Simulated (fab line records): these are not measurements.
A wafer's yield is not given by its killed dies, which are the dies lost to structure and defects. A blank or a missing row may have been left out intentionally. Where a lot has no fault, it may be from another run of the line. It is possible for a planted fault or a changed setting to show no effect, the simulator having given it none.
fab line records	flow nand-harc
[record] lots = 7	wafers = 21	last-day = 32
route steps=1302 shown A_STAIRCASE@873 END@1302
lots that met no fault: from a run of the same line without faults
start-h: hours from the record's first day to the start of the lot's first wafer shown	wait-h: time in hours since the lot's previous step	" repeats the value in the row above	L1.1+2: several wafers, shown together as one row	- no value, or no start was given	* or withheld: withheld	< > ~ a bound
route shown NAME@n: a module of which the file shows steps, and the number in the route of the first	usual: mean/standard deviation taken from wafers without a fault	same: alike in all rows	chamber/n: place in a boat	sites: per-site readings	_std_site: standard deviation of those values	_edge_site: the outer-site mean with the inner-site mean subtracted	radius-mm: how far each site lies from the wafer's centre	mask NAME#n: copy n	behind: the last tool/chamber to shape the wafer	hold: the reason the lot was held/the length of the hold in hours/how it ended	device: the n, p or np transistor that did not switch	end of line: tests run on the same wafers once the route is complete	a step given without rows: its recipe and nothing more	killed: dies lost to structure and defects at the first sort, not the wafer's yield	map: a wafer's dies, marking killed ones x, the rest . and places with no die _
set.NAME: the setting that was run; set.NAME@STEP: the one run at that earlier step	model.NAME: the simulator's own value behind a step, which no gauge read
certain route steps with their lots: each step a table, each wafer a row
services: from which hour (start-h, from the record's first day; less than 0 if before it) a tool's chamber was out of use, for how many hours, and why
[[steps]]
[step NHARC_A_STAIRCASE_STRIP_447]
[recipe] time-s = 900	temp-c = 130	chemistry = SPM
[step NHARC_A_STAIRCASE_PRECLEAN_448]
[recipe] time-s = *	temp-c = 50	bath-age-min = 0	chemistry = SC1
[step NHARC_A_STAIRCASE_SRD_449]
[step NHARC_A_STAIRCASE_CMP_450]
[recipe] target-thk-nm = 200	material = SiO2
[usual] motor-current-A = 11.5/1.1
lot.wafer	tool	chamber	start-h	wait-h	motor-current-A
L530.4	cmp-04	1	425.15	-	13.2
L530.2	"	2	"	"	12.0
L530.3	"	0	"	"	10.8
L540.3	cmp-03	2	527.98	-	9.9
L540.2	"	1	"	"	10.4
L540.5	"	3	"	"	12.0
L542.4	cmp-02	3	543.73	-	11.3
L542.6	"	2	"	"	12.7
L542.5	"	3	"	"	10.9
L541.1	cmp-04	3	543.99	-	10.7
L541.4	"	0	"	"	11.4
L541.6	"	0	"	"	10.6
L545.2	cmp-04	1	567.46	-	12.0
L545.3	"	0	"	"	10.7
L545.5	"	1	"	"	13.0
L547.4	cmp-04	2	585.10	-	12.1
L547.2	"	3	"	"	10.4
L547.3	"	0	"	"	10.8
L551.1	cmp-04	2	645.62	-	12.2
L551.4	"	3	"	"	10.3
L551.5	"	0	"	"	10.4
[step NHARC_A_STAIRCASE_CMP_152]
[step NHARC_A_STAIRCASE_SRD_154]
[step NHARC_A_STAIRCASE_ETCH_403]
[recipe] target-depth-a = 1082	chemistry = dHF	material = SiO2
[step NHARC_A_STAIRCASE_ETCHBACK_422]
[recipe] target-depth-a = 400	over-etch-frac = 0.3	time-s = 74.286	ion-energy-ev = 120	ch3f-flow-sccm = 50	o2-flow-sccm = 30	ar-flow-sccm = 200	rf-w = 500	bias-w = 100	chemistry = CH3F/O2
[usual] bias-w = 100.0/0.3	drypump-motor-current-A = 5.8/0.5	oes-product-au = 0.96/0.035	rf-vpp-V = 243.5/1.7	showerhead-plenum-p-Torr = 2.40/0.11	throttle-valve-pct = 20.664/0.0094
lot.wafer	tool	chamber	start-h	wait-h	bias-w	drypump-motor-current-A	oes-product-au	rf-hours-counter-h	rf-vpp-V	showerhead-plenum-p-Torr	throttle-valve-pct
L530.2	rie-diel-04	1	425.69	0.1	100.0	6.6	0.93	21	245.3	2.51	20.664
L530.4	"	2	"	"	99.9	5.8	0.94	22	240.5	2.31	20.685
L530.3	"	0	"	"	99.4	5.3	0.92	22	242.7	2.31	20.666
L540.2	rie-diel-10	0	528.54	0.2	99.9	6.1	0.99	37	242.4	2.28	20.667
L540.3	"	1	"	"	100.1	5.2	1.00	30	245.3	2.53	20.659
L540.5	"	3	"	"	99.7	6.1	0.99	-	244.0	2.44	20.663
L542.4	rie-diel-04	3	544.30	0.2	100.1	6.6	1.00	0	245.7	2.51	20.668
L542.6	"	0	"	"	100.3	5.3	0.99	-	241.0	2.29	20.654
L542.5	"	1	"	"	100.1	6.6	1.01	-	245.8	2.50	20.654
L541.1	rie-diel-04	2	544.53	0.1	100.2	5.7	1.00	0	242.2	2.30	20.661
L541.4	"	3	"	"	100.7	6.6	1.00	0	246.0	2.51	20.671
L541.6	"	2	"	"	100.5	5.7	1.00	-	241.9	2.30	20.681
L545.3	rie-diel-05	1	568.11	0.2	99.7	5.1	1.01	44	244.3	2.37	20.689
L545.2	"	2	"	"	100.1	5.6	1.02	48	243.1	2.39	20.665
L545.5	"	1	"	"	99.5	5.1	1.01	-	244.2	2.37	20.646
L547.2	rie-diel-10	1	585.63	0.1	99.8	5.2	0.92	51	246.0	2.52	20.672
L547.3	"	2	"	"	100.3	5.6	0.93	51	241.0	2.27	20.656
L547.4	"	3	"	"	100.4	6.1	0.92	61	244.3	2.43	20.669
L551.1	rie-diel-04	0	646.14	0.1	100.2	5.3	0.93	35	241.2	2.28	20.661
L551.4	"	1	"	"	100.2	6.6	0.93	34	244.2	2.49	20.672
L551.5	"	0	"	"	99.9	5.4	0.93	-	242.5	2.28	20.664
[step NHARC_A_STAIRCASE_ETCH_423]
[recipe] target-depth-a = 300	chemistry = dHF	material = SiO2
[step NHARC_A_STAIRCASE_ETCHBACK_157]
[recipe] target-depth-a = 900	over-etch-frac = 0.3	time-s = 167.14	ion-energy-ev = 120	ch3f-flow-sccm = 50	o2-flow-sccm = 30	ar-flow-sccm = 200	rf-w = 500	bias-w = 100	chemistry = CH3F/O2
[usual] bias-w = 100.01/0.3	drypump-motor-current-A = 5.8/0.47	oes-product-au = 0.97/0.035	rf-vpp-V = 243.8/1.7	showerhead-plenum-p-Torr = 2.42/0.11	throttle-valve-pct = 20.663/0.009
lot.wafer	tool	chamber	start-h	wait-h	bias-w	drypump-motor-current-A	oes-product-au	rf-hours-counter-h	rf-vpp-V	showerhead-plenum-p-Torr	throttle-valve-pct
L530.3	rie-diel-04	3	426.05	0.2	99.84	6.6	1.00	24	244.9	2.52	20.653
L530.4	"	0	"	"	100.79	5.3	0.97	22	242.7	2.31	20.675
L530.2	"	1	"	"	99.42	6.6	0.99	21	244.8	2.51	20.673
L540.2	rie-diel-05	1	528.92	0.2	99.87	5.2	0.92	34	242.9	2.38	20.671
L540.3	"	2	"	"	100.47	5.6	0.94	33	244.9	2.40	20.665
L540.5	"	0	"	"	100.01	5.7	0.93	-	244.4	2.49	20.661
L542.4	rie-diel-10	1	544.70	0.3	99.93	5.2	0.99	-	245.2	2.53	20.654
L542.6	"	3	"	"	100.11	6.1	0.98	-	244.4	2.43	20.658
L542.5	"	0	"	"	100.35	6.1	0.98	-	242.7	2.28	20.665
L541.1	rie-diel-04	2	544.90	0.2	99.88	5.7	1.01	0	240.9	2.30	20.663
L541.4	"	3	"	"	100.25	6.6	1.00	0	245.7	2.51	20.658
L541.6	"	1	"	"	99.78	6.5	1.01	-	244.6	2.50	20.652
L545.2	rie-diel-04	0	568.46	0.1	99.87	5.3	0.97	8	240.9	2.29	20.656
L545.3	"	2	"	"	99.65	5.7	0.97	10	242.1	2.29	20.672
L545.5	"	1	"	"	100.64	6.6	1.00	-	244.6	2.50	20.661
L547.3	rie-diel-10	2	585.99	0.2	100.18	5.6	0.95	51	241.5	2.27	20.652
L547.4	"	3	"	"	99.64	6.1	0.93	61	244.0	2.43	20.672
L547.2	"	0	"	"	100.21	6.2	0.92	60	240.6	2.27	20.659
L551.1	rie-diel-05	0	646.55	0.2	99.88	5.8	0.92	19	244.5	2.47	20.677
L551.4	"	3	"	"	100.23	5.6	0.92	21	246.7	2.61	20.668
L551.5	"	1	"	"	99.85	5.2	0.91	-	242.7	2.36	20.669
[step NHARC_A_STAIRCASE_STRIP_475]
[recipe] time-s = 20	o2-flow-sccm = 500	ar-flow-sccm = 0	bias-w = 0	chemistry = O2
[usual] drypump-motor-current-A = 5.8/0.47	oes-product-au = 0.997/0.015	rf-vpp-V = 57.6/0.85	showerhead-plenum-p-Torr = 3.48/0.16	throttle-valve-pct = 17.036/0.0093
[same] bias-w = 0
lot.wafer	tool	chamber	start-h	wait-h	drypump-motor-current-A	oes-product-au	rf-hours-counter-h	rf-vpp-V	showerhead-plenum-p-Torr	throttle-valve-pct
L530.4	rie-diel-04	2	-	-	5.8	1.036	22	58.1	3.32	17.046
L530.3	"	3	"	"	6.6	1.023	24	59.4	3.61	17.038
L530.2	"	1	"	"	6.6	1.003	21	57.0	3.60	17.029
L540.3	rie-diel-05	1	-	-	5.1	0.998	34	56.7	3.41	17.031
L540.2	"	2	"	"	5.5	1.004	33	57.7	3.44	17.029
L540.5	"	1	"	"	5.1	0.994	-	58.6	3.41	17.022
L542.4	rie-diel-10	3	544.95	0.2	6.1	0.979	-	57.8	3.49	17.025
L542.6	"	0	"	"	6.1	0.976	-	58.4	3.28	17.044
L542.5	"	1	"	"	5.2	0.978	-	57.6	3.62	17.033
L541.4	rie-diel-04	1	-	-	6.6	1.001	0	57.4	3.59	17.033
L541.1	"	2	"	"	5.8	1.001	0	56.7	3.30	17.035
L541.6	"	3	"	"	6.6	1.006	-	56.7	3.60	17.038
L545.2	rie-diel-04	0	-	-	5.4	0.983	8	56.3	3.29	17.062
L545.3	"	2	"	"	5.8	0.985	10	58.0	3.30	17.033
L545.5	"	0	"	"	5.3	0.988	-	56.8	3.29	17.031
L547.2	rie-diel-10	2	-	-	5.5	0.992	51	57.7	3.26	17.018
L547.4	"	3	"	"	6.1	0.987	61	56.7	3.48	17.026
L547.3	"	0	"	"	6.1	0.966	60	57.2	3.27	17.053
L551.4	rie-diel-05	3	-	-	5.7	0.985	21	58.0	3.73	17.045
L551.1	"	0	"	"	5.8	0.992	19	56.7	3.54	17.046
L551.5	"	3	"	"	5.7	0.980	-	57.2	3.73	17.016
[step NHARC_A_STAIRCASE_DEP_471]
[recipe] target-thk-a = 1000	temp-c = 400	pressure-torr = 6.5	rf-w = 900	teos-flow-sccm = 161.4	flow-sccm = 2650	target-thk-nm = 100	gas = O2	material = SiO2
[usual] heater-power-w = 547/81	rf-fwd-power-W = 896.3/2.5	throttle-valve-pct = 16.1/0.47
lot.wafer	tool	chamber	start-h	wait-h	heater-power-w	rf-fwd-power-W	throttle-valve-pct
L530.3	pecvd-04	1	426.34	-	516	900.8	16.3
L530.2	"	2	"	"	557	894.7	16.4
L530.4	"	0	"	"	632	899.4	15.7
L540.2	pecvd-03	0	529.19	-	680	752.0	15.8
L540.3	"	1	"	"	488	747.7	16.9
L540.5	"	1	"	"	486	750.2	17.1
L542.4	pecvd-03	0	545.49	-	649	755.9	16.0
L542.5	"	1	"	"	455	757.9	17.1
L542.6	"	2	"	"	664	751.0	15.1
L541.1	pecvd-03	2	545.58	-	589	754.7	15.3
L541.4	"	2	"	"	604	751.4	15.1
L541.6	"	1	"	"	541	747.5	17.0
L545.2	pecvd-02	1	568.84	-	504	892.5	16.1
L545.3	"	0	"	"	525	898.8	16.8
L545.5	"	1	"	"	515	892.3	16.2
L547.3	pecvd-02	1	586.29	-	627	895.4	16.4
L547.2	"	2	"	"	471	896.7	16.3
L547.4	"	1	"	"	644	892.9	16.3
L551.1	pecvd-03	2	646.87	-	651	891.4	15.4
L551.5	"	1	"	"	440	896.6	16.7
L551.4	"	0	"	"	725	895.5	16.0
[step NHARC_A_STAIRCASE_CMP_472]
[recipe] material = SiO2
[usual] motor-current-A = 11.6/1.1
lot.wafer	tool	chamber	start-h	wait-h	motor-current-A
L530.3	cmp-03	2	426.61	0.2	10.0
L530.2	"	0	"	"	13.2
L530.4	"	1	"	"	10.8
L540.3	cmp-04	0	529.43	0.2	10.5
L540.2	"	2	"	"	12.5
L540.5	"	1	"	"	13.0
L542.4	cmp-02	3	545.73	0.2	12.5
L542.5	"	1	"	"	11.5
L542.6	"	2	"	"	11.6
L541.1	cmp-03	0	545.90	0.3	13.1
L541.4	"	1	"	"	11.0
L541.6	"	3	"	"	12.0
L545.2	cmp-04	0	569.12	0.2	11.0
L545.3	"	2	"	"	11.4
L545.5	"	0	"	"	11.0
L547.4	cmp-02	1	586.54	0.1	12.5
L547.2	"	3	"	"	12.0
L547.3	"	0	"	"	13.7
L551.4	cmp-04	0	647.14	0.1	10.6
L551.1	"	2	"	"	12.1
L551.5	"	3	"	"	10.1
[step NHARC_END_SORT_01]
[recipe] temp-c = 25
[usual] killed-at-array = 52/17	killed-at-other = 1.2/1.4	killed-at-periphery = 4.7/2.9	killed-dies = 58/17	killed-open = 3.2/1.9	killed-short = 2.4/1.4
[same] gross-dies = 677
lot.wafer	tool	chamber	start-h	wait-h	killed-at-array	killed-at-other	killed-at-periphery	killed-dies	killed-open	killed-short
L530.2	prober-02	0	549.96	2.8	76	3	6	85	1	4
L530.3	prober-02	0	550.76	3.1	46	0	4	50	6	0
L530.4	prober-02	0	551.56	3.4	70	1	3	74	2	2
L541.1	prober-01	0	666.97	2.5	54	3	1	58	5	2
L541.4	prober-01	0	669.40	3.4	69	2	2	73	0	1
L541.6	prober-01	0	671.02	4.0	72	2	3	77	6	1
L542.4	prober-02	0	670.91	3.4	36	1	5	42	5	3
L542.5	prober-02	0	671.71	3.7	31	3	5	39	3	5
L542.6	prober-02	0	672.51	4.0	47	1	3	51	6	0
L547.2	prober-02	0	716.10	2.8	70	3	2	75	4	0
L547.3	prober-02	0	716.89	3.1	69	1	4	74	6	1
L547.4	prober-02	0	717.69	3.4	71	1	3	75	4	2
// killed by level:class
L530.2 A_SLIT:chamber-film-flake=22 A_CHANNEL_HOLE_D2:chamber-film-flake=19 A_CHANNEL_HOLE_D1:chamber-film-flake=18 A_CONTACT:chamber-film-flake=6 P_BONDPAD:chamber-film-flake=4 A_STAIRCASE:chamber-film-flake=4 THIN_TSV:chamber-film-flake=3 A_M0:geometric-particle:short=2
L530.3 A_SLIT:chamber-film-flake=13 A_CHANNEL_HOLE_D2:chamber-film-flake=9 A_CHANNEL_HOLE_D1:chamber-film-flake=8 A_CONTACT:chamber-film-flake=5 A_STAIRCASE:chamber-film-flake=3 P_CONTACT:geometric-particle:open=2 A_DECK1_JOINT:chamber-film-flake=2 A_CHANNEL_FILL_D1:geometric-particle:open=1
L530.4 A_SLIT:chamber-film-flake=25 A_CHANNEL_HOLE_D2:chamber-film-flake=18 A_CHANNEL_HOLE_D1:chamber-film-flake=17 A_STAIRCASE:chamber-film-flake=4 P_BONDPAD:chamber-film-flake=2 A_CHANNEL_FILL_D2:chamber-film-flake=2 A_CONTACT:chamber-film-flake=2 P_M0:geometric-particle:open=1
L541.1 A_CHANNEL_HOLE_D1:chamber-film-flake=25 A_SLIT:chamber-film-flake=17 THIN_TSV:chamber-film-flake=3 A_CHANNEL_FILL_D1:geometric-particle:open=2 A_STAIRCASE:chamber-film-flake=2 A_ONON_D2:geometric-particle:open=1 A_ONON_D2:geometric-particle:short=1 A_BLC:geometric-particle:short=1
L541.4 A_SLIT:chamber-film-flake=34 A_CHANNEL_HOLE_D1:chamber-film-flake=27 A_STAIRCASE:chamber-film-flake=4 P_GATE:chamber-film-flake=2 THIN_TSV:chamber-film-flake=2 A_CHANNEL_FILL_D1:geometric-particle:short=1 A_CONTACT:chamber-film-flake=1 A_DECK1_JOINT:chamber-film-flake=1
L542.4 A_CHANNEL_HOLE_D2:chamber-film-flake=14 A_CONTACT:chamber-film-flake=10 A_CHANNEL_HOLE_D1:chamber-film-flake=3 P_M0:geometric-particle:short=2 P_CONTACT:chamber-film-flake=2 A_CHANNEL_FILL_D2:chamber-film-flake=2 P_CONTACT:geometric-particle:open=1 A_CHANNEL_FILL_D1:geometric-particle:open=1
L541.6 A_SLIT:chamber-film-flake=38 A_CHANNEL_HOLE_D1:chamber-film-flake=22 A_ONON_D1:geometric-particle:open=2 A_BLC:chamber-film-flake=2 THIN_TSV:chamber-film-flake=2 P_CONTACT:geometric-particle:open=1 P_M1:geometric-particle:open=1 A_CHANNEL_FILL_D1:geometric-particle:short=1
L542.5 A_CHANNEL_HOLE_D2:chamber-film-flake=10 A_CHANNEL_HOLE_D1:chamber-film-flake=9 A_WL_FILL:chamber-film-flake=3 THIN_TSV:chamber-film-flake=3 A_ONON_D1:geometric-particle:short=2 P_GATE:geometric-particle:short=1 P_CONTACT:geometric-particle:open=1 P_M0:geometric-particle:short=1
L542.6 A_CHANNEL_HOLE_D2:chamber-film-flake=20 A_CONTACT:chamber-film-flake=8 A_CHANNEL_HOLE_D1:chamber-film-flake=4 A_SLIT:chamber-film-flake=3 A_BLC:chamber-film-flake=3 P_GATE:geometric-particle:open=2 A_M0:geometric-particle:open=2 A_STAIRCASE:chamber-film-flake=2
L547.2 A_CHANNEL_HOLE_D1:chamber-film-flake=28 A_CHANNEL_HOLE_D2:chamber-film-flake=15 A_SLIT:chamber-film-flake=14 A_STAIRCASE:chamber-film-flake=4 P_GATE:geometric-particle:open=2 A_CHANNEL_FILL_D1:chamber-film-flake=2 A_CHANNEL_FILL_D2:chamber-film-flake=2 A_CONTACT:chamber-film-flake=2
L547.3 A_CHANNEL_HOLE_D1:chamber-film-flake=25 A_SLIT:chamber-film-flake=15 A_CHANNEL_HOLE_D2:chamber-film-flake=9 A_CONTACT:chamber-film-flake=4 A_WL_FILL:chamber-film-flake=3 A_CONTACT:geometric-particle:open=2 P_ZERO_WELL:chamber-film-flake=2 A_ZERO_WELL:chamber-film-flake=2
L547.4 A_SLIT:chamber-film-flake=29 A_CHANNEL_HOLE_D1:chamber-film-flake=15 A_CHANNEL_HOLE_D2:chamber-film-flake=14 A_CHANNEL_FILL_D1:chamber-film-flake=4 P_ZERO_WELL:chamber-film-flake=2 A_STAIRCASE:chamber-film-flake=2 P_M0:geometric-particle:open=1 A_ONON_D1:geometric-particle:open=1
[[services]]
tool	chamber	start-h	hours	kind
cmp-02	-	405.34	3.9	repair
cmp-04	-	408.97	4.0	pm
rie-diel-05	-	410.51	9.0	pm
rie-diel-10	-	421.86	9.0	pm
cmp-04	-	422.21	1.1	repair
rie-diel-05	3	424.54	4.8	repair
cmp-02	-	428.50	4.0	pm
cmp-04	-	450.42	0.9	repair
cmp-04	-	454.88	0.7	repair
cmp-04	-	460.72	1.0	repair
rie-diel-10	1	482.68	6.5	repair
rie-diel-04	3	494.50	4.0	repair
cmp-04	-	506.97	4.0	pm
rie-diel-04	-	532.68	9.0	pm
rie-diel-10	2	543.91	4.8	repair
pecvd-03	-	547.18	13.0	pm
rie-diel-05	-	561.39	0.7	repair
rie-diel-05	1	576.02	10.6	repair
rie-diel-05	-	587.51	9.0	pm
rie-diel-10	-	598.86	9.0	pm
cmp-04	-	604.97	4.0	pm
pecvd-03	0	612.42	3.4	repair
rie-diel-05	-	622.42	1.1	repair
rie-diel-10	0	635.75	1.2	repair
[[key]]
[first-sign] step = NHARC_A_STAIRCASE_DEP_471	reading = rf-fwd-power-W	direction = down	sigmas = 57	usual = *	struck = *
effect none on later readings
met-at NHARC_A_STAIRCASE_DEP_471
struck-wafers L540.2,L540.3,L540.5,L541.1,L541.4,L541.6,L542.4,L542.5,L542.6
tester-left-out L540,L541,L542
[fault] kind = process-parameter-drift	tool = pecvd-03	chamber = -	onset-h = 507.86	steps = NHARC_A_STAIRCASE_DEP_471	channel = rf-w	offset = *	shape = step	end-h = 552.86	acts-in = *	stated = *
// tester-left-out: of these lots the tester's yield and bins aren't shown, on N5 and GAA mostly nor the transistor test; their killed dies are dies lost to structure and defects alone, not to doping, threshold or leakage, so they don't give the yield
